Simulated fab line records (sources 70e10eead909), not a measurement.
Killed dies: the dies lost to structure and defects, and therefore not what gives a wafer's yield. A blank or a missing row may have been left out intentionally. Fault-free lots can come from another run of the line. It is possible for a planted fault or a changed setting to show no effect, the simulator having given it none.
A struck lot beside a sound one    flow nand_harc    14 out of 1159 route steps
Sound: these wafers, L609.4, L609.5, L609.6. Struck: wafer L617.1. (L617.2, L617.3 of the same lot were not struck and are left out.) The cause comes at the end.
At each step with rows: each side's tool, then ch and its chambers, then its first start. Under that, the readings that differ: sound wafers    struck wafers    difference of the means    sigmas: that difference in standard deviations of wafers without a fault.
alike: same words and numbers on both sides, and readings whose means sit less than 2 such deviations apart. not compared: any withheld reading, any reading some wafer has no value for, any bound like >300 that may hide the same value, and any number with overlapping values for which the record gives no deviation.
Wherever a step has rows on one side only, a row that says differs or no value, or a row with sigmas, the two part there. Numbers that have no deviation but don't overlap get no sigmas and don't part them. A reading that every wafer of one side lacks parts them only if that side has two wafers or more.

first, 4 steps without rows for these wafers: NHARC_A_BONDPAD_EBR_05; NHARC_A_BONDPAD_EXPOSE_06 (exposes mask A BPAD); NHARC_A_BONDPAD_PEB_07 (peb time 80 s); NHARC_A_BONDPAD_DEVELOP_08 (time 50 s).
NHARC_A_BONDPAD_CD_MEAS_09: the cd target is 500 nm.
  sound on cd_sem-01 ch 0, day 18 12:45; struck on cd_sem-03 ch 0, day 20 21:09
  alike: cd_nm
NHARC_A_BONDPAD_OVL_MEAS_35:
  sound on overlay-01 at day 18 12:50; struck on overlay-02 at day 20 21:14
  alike: overlay_x_nm, overlay_y_nm
then, 1 step without rows for these wafers: NHARC_A_BONDPAD_HARDBAKE_10 (time 65 s).
NHARC_A_BONDPAD_DESCUM_11: chemistry O2, time 3 s.
  sound on rie_diel-01 ch 0,1,3, day 18 12:59; struck on rie_diel-01 ch 3, day 20 21:23
  alike: drypump_motor_current_A, oes_product_au, rf_vpp_V, showerhead_plenum_p_Torr, throttle_valve_pct
  not compared: rf_hours_counter_h
NHARC_A_BONDPAD_ETCH_34: etches the open film in N2/H2, target depth 60 nm, overetch 18 nm, time 65.91 s.
  sound on rie_diel-01 ch 1,2, day 18 13:03; struck on rie_diel-01 ch 0, day 20 21:28
  alike: drypump_motor_current_A, h2_flow_sccm, n2_flow_sccm, oes_product_au, rf_vpp_V, run_length_s, showerhead_plenum_p_Torr, throttle_valve_pct
  not compared: rf_hours_counter_h
NHARC_A_BONDPAD_ETCH_12: etches the open film in CHF3/O2, target depth 220 nm, time 110 s.
  sound: rie_diel-01 ch 0,2,3; struck: rie_diel-01 ch 3
reading                sound              struck  difference  sigmas
oes_product_au (a.u.)  0.974 0.988 0.955  0.908   -0.064      -3
  alike: drypump_motor_current_A, rf_vpp_V, run_length_s, showerhead_plenum_p_Torr, throttle_valve_pct
  not compared: rf_hours_counter_h
NHARC_A_BONDPAD_CD_MEAS_13:
  sound on cd_sem-02 at day 18 13:17; struck on cd_sem-01 at day 20 21:42
  alike: cd_nm
NHARC_A_BONDPAD_STRIP_15: strips in O2.
  sound on rie_diel-13 ch 1,2,3, day 18 13:24; struck on rie_diel-01 ch 1, day 20 21:47
  alike: drypump_motor_current_A, oes_product_au, rf_vpp_V, showerhead_plenum_p_Torr, throttle_valve_pct
  not compared: rf_hours_counter_h
NHARC_A_BONDPAD_ETCH_24: etches the open film in CF4/N2, target depth 30 nm, time 72.99 s.
  sound on rie_diel-13 ch 1,2,3, day 18 13:31; struck on rie_diel-01 ch 0, day 20 21:56
reading                sound              struck  difference  sigmas
oes_product_au (a.u.)  1.002 0.998 0.972  1.021   +0.030      +3
run_length_s (s)       94.4 94.2 94.3     72.6    -21.7       -60
  alike: drypump_motor_current_A, n2_flow_sccm, rf_vpp_V, showerhead_plenum_p_Torr, throttle_valve_pct
  not compared: rf_hours_counter_h
then, 1 step without rows for these wafers: NHARC_A_BONDPAD_STRIP_16 (strips in post etch residue remover, time 600 s).

== WHERE THEY PART ==
Earliest at NHARC_A_BONDPAD_ETCH_12; latest, in this record, at NHARC_A_BONDPAD_ETCH_24.

WHY: what had been put in by the simulator
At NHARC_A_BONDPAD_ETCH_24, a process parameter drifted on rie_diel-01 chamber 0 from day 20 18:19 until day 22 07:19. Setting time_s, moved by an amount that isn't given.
